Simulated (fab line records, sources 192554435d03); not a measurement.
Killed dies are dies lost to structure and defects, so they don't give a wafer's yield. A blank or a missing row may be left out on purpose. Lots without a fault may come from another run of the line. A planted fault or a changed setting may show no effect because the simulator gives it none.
Chamber matching | flow n5_finfet | N5_FIN_SAQP_PECVD_48 on pecvd-01: 3 sister chambers
The step deposits SiNx from SiH4/NH3/N2, target thk 25 nm, time 22.1 s. 3 wafers are shown with their chamber, then 11 later ones without.

WAFERS WITH THEIR CHAMBER
wafer  | chamber | throttle_valve_pct (%)
L078.6 | 1       | 36.9
L086.5 | 2       | 39.0
L087.1 | 0       | 38.6

WAFERS WITHOUT THEIR CHAMBER
wafer  | throttle_valve_pct (%)
L087.4 | 38.4
L087.6 | 38.8
L089.2 | 38.4
L089.5 | 38.6
L089.6 | 36.8
L092.2 | 36.9
L092.3 | 39.4
L092.5 | 39.4
L093.3 | 39.4
L093.5 | 38.4
L093.6 | 37.1

WHICH CHAMBER EACH WENT THROUGH
wafer  | from the rows above     | in truth
L087.4 | can't be placed: 0 or 2 | 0
L087.6 | can't be placed: 0 or 2 | 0
L089.2 | can't be placed: 0 or 2 | 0
L089.5 | can't be placed: 0 or 2 | 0
L089.6 | 1                       | 1
L092.2 | 1                       | 1
L092.3 | can't be placed: 2 or 0 | 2
L092.5 | can't be placed: 2 or 0 | 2
L093.3 | can't be placed: 2 or 0 | 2
L093.5 | can't be placed: 0 or 2 | 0
L093.6 | 1                       | 1
Placed correctly: 3 of 11. Can't be placed from these rows: 8 (the true chamber is among the candidates in 8). Placed wrongly: 0.
How it was worked out, from the rows above alone: a wafer's distance from a chamber is the root of the sum, over the readings, of the square of ((its reading less the chamber's mean) divided by the reading's scatter). The wafer belongs to the nearest chamber; if the next one is less than 2 further off, it can't be placed. A chamber's mean is the mean of its shown wafers. The scatter: with one shown wafer a chamber, the root of the mean of the squares of how far each hidden wafer lies from its nearest shown one.
